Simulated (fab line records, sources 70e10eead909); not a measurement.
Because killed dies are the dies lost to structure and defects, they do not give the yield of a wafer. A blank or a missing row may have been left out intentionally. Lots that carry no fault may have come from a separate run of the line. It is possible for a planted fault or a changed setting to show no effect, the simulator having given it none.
Chamber matching | flow nandHarc | 4 sister chambers for NHARC_P_BONDPAD_ACTIVATE_29 on rieDiel-04
The step chemistry N2, time 60 s. 57 wafers are shown with their chamber, then 12 later ones without.

## WAFERS WITH THEIR CHAMBER
wafer  | chamber | drypumpMotorCurrentA (A) | showerheadPlenumPTorr (Torr) | oesProductAu (a.u.)
L074.1 | 2       | 5.6                      | 1.89                         | 1.017
L074.2 | 0       | 4.8                      | 1.81                         | 1.002
L074.3 | 3       | 6.2                      | 1.85                         | 1.007
L075.2 | 0       | 4.8                      | 1.81                         | 0.997
L075.3 | 3       | 6.2                      | 1.85                         | 1.005
L075.5 | 0       | 4.9                      | 1.81                         | 1.004
L077.2 | 3       | 6.2                      | 1.85                         | 0.997
L077.3 | 0       | 4.9                      | 1.81                         | 1.002
L077.5 | 0       | 4.8                      | 1.81                         | 0.996
L078.2 | 3       | 6.2                      | 1.85                         | 1.014
L078.4 | 0       | 4.8                      | 1.81                         | 1.003
L078.5 | 2       | 5.7                      | 1.88                         | 1.011
L079.2 | 3       | 6.2                      | 1.85                         | 0.999
L079.5 | 2       | 5.6                      | 1.88                         | 1.001
L079.6 | 1       | 6.0                      | 1.86                         | 1.002
L080.1 | 1       | 5.9                      | 1.86                         | 1.015
L080.2 | 3       | 6.2                      | 1.85                         | 1.004
L080.4 | 0       | 4.8                      | 1.81                         | 1.003
L081.3 | 2       | 5.6                      | 1.88                         | 1.006
L081.5 | 0       | 4.8                      | 1.81                         | 0.995
L081.6 | 3       | 6.2                      | 1.85                         | 0.996
L082.1 | 3       | 6.2                      | 1.85                         | 1.017
L082.4 | 2       | 5.6                      | 1.88                         | 1.014
L082.5 | 3       | 6.2                      | 1.85                         | 1.014
L083.1 | 1       | 5.9                      | 1.86                         | 1.020
L083.5 | 0       | 4.8                      | 1.81                         | 0.998
L083.6 | 1       | 5.9                      | 1.86                         | 1.013
L085.2 | 3       | 6.2                      | 1.85                         | 1.009
L085.3 | 1       | 5.9                      | 1.86                         | 1.018
L085.5 | 3       | 6.2                      | 1.85                         | 1.007
L084.4 | 3       | 6.2                      | 1.85                         | 1.008
L084.5 | 0       | 4.9                      | 1.81                         | 1.015
L084.6 | 3       | 6.2                      | 1.85                         | 1.024
L086.1 | 1       | 5.9                      | 1.86                         | 1.006
L086.2 | 3       | 6.2                      | 1.85                         | 1.008
L086.3 | 0       | 4.8                      | 1.81                         | 0.995
L087.3 | 3       | 6.2                      | 1.85                         | 0.998
L087.5 | 3       | 6.2                      | 1.85                         | 1.003
L087.6 | 0       | 4.8                      | 1.81                         | 1.007
L088.3 | 1       | 5.9                      | 1.86                         | 1.007
L088.5 | 3       | 6.2                      | 1.85                         | 1.002
L088.6 | 2       | 5.6                      | 1.88                         | 1.011
L089.2 | 1       | 5.9                      | 1.86                         | 1.010
L089.3 | 2       | 5.6                      | 1.88                         | 1.011
L089.5 | 0       | 4.8                      | 1.80                         | 1.012
L091.1 | 3       | 6.2                      | 1.85                         | 0.999
L091.3 | 2       | 5.6                      | 1.88                         | 1.010
L091.4 | 0       | 4.8                      | 1.80                         | 0.994
L090.1 | 0       | 4.8                      | 1.80                         | 1.004
L090.4 | 1       | 5.9                      | 1.86                         | 1.007
L090.5 | 3       | 6.2                      | 1.85                         | 1.000
L092.1 | 1       | 5.9                      | 1.86                         | 1.009
L092.2 | 0       | 4.8                      | 1.80                         | 1.002
L092.4 | 3       | 6.2                      | 1.85                         | 1.007
L093.1 | 2       | 5.6                      | 1.88                         | 1.006
L093.3 | 3       | 6.2                      | 1.85                         | 1.006
L093.6 | 2       | 5.6                      | 1.88                         | 1.014

SIGNATURES (averages over the wafers above)
reading               | chamber 0 | chamber 1 | chamber 2 | chamber 3 | scatter within a chamber
drypumpMotorCurrentA  | 4.819     | 5.910     | 5.610     | 6.200     | 0.0283
showerheadPlenumPTorr | 1.8075    | 1.8600    | 1.8810    | 1.8500    | 0.00271
oesProductAu          | 1.00181   | 1.01070   | 1.01010   | 1.00590   | 0.00619
Rule: for each reading, subtract the chamber's mean from the wafer's reading, divide by that reading's scatter and square the result; add these up over the readings and take the root, which gives the wafer's distance from the chamber. The wafer belongs to the nearest chamber; if the next one is less than 2 further off, it can't be placed. The scatter: take each reading less its chamber's mean, square it, sum over the shown wafers, divide by the number of wafers less the number of chambers, and take the root.

## WAFERS WITHOUT THEIR CHAMBER
wafer  | drypumpMotorCurrentA (A) | showerheadPlenumPTorr (Torr) | oesProductAu (a.u.)
L094.2 | 5.9                      | 1.86                         | 1.004
L094.3 | 5.7                      | 1.88                         | 1.010
L094.4 | 4.8                      | 1.80                         | 1.005
L095.3 | 5.9                      | 1.86                         | 1.001
L095.5 | 5.7                      | 1.88                         | 1.011
L095.6 | 5.9                      | 1.86                         | 0.999
L096.1 | 4.8                      | 1.80                         | 0.997
L096.5 | 5.9                      | 1.86                         | 1.015
L096.6 | 5.6                      | 1.88                         | 1.024
L097.1 | 5.6                      | 1.88                         | 1.023
L097.2 | 4.9                      | 1.80                         | 0.996
L097.3 | 5.9                      | 1.86                         | 1.000

## CHAMBER TAKEN BY EACH
wafer  | from the rows above | in truth
L094.2 | 1                   | 1
L094.3 | 2                   | 2
L094.4 | 0                   | 0
L095.3 | 1                   | 1
L095.5 | 2                   | 2
L095.6 | 1                   | 1
L096.1 | 0                   | 0
L096.5 | 1                   | 1
L096.6 | 2                   | 2
L097.1 | 2                   | 2
L097.2 | 0                   | 0
L097.3 | 1                   | 1
12 of 12 placed correctly. Can't be placed from these rows: 0. 0 placed wrongly.
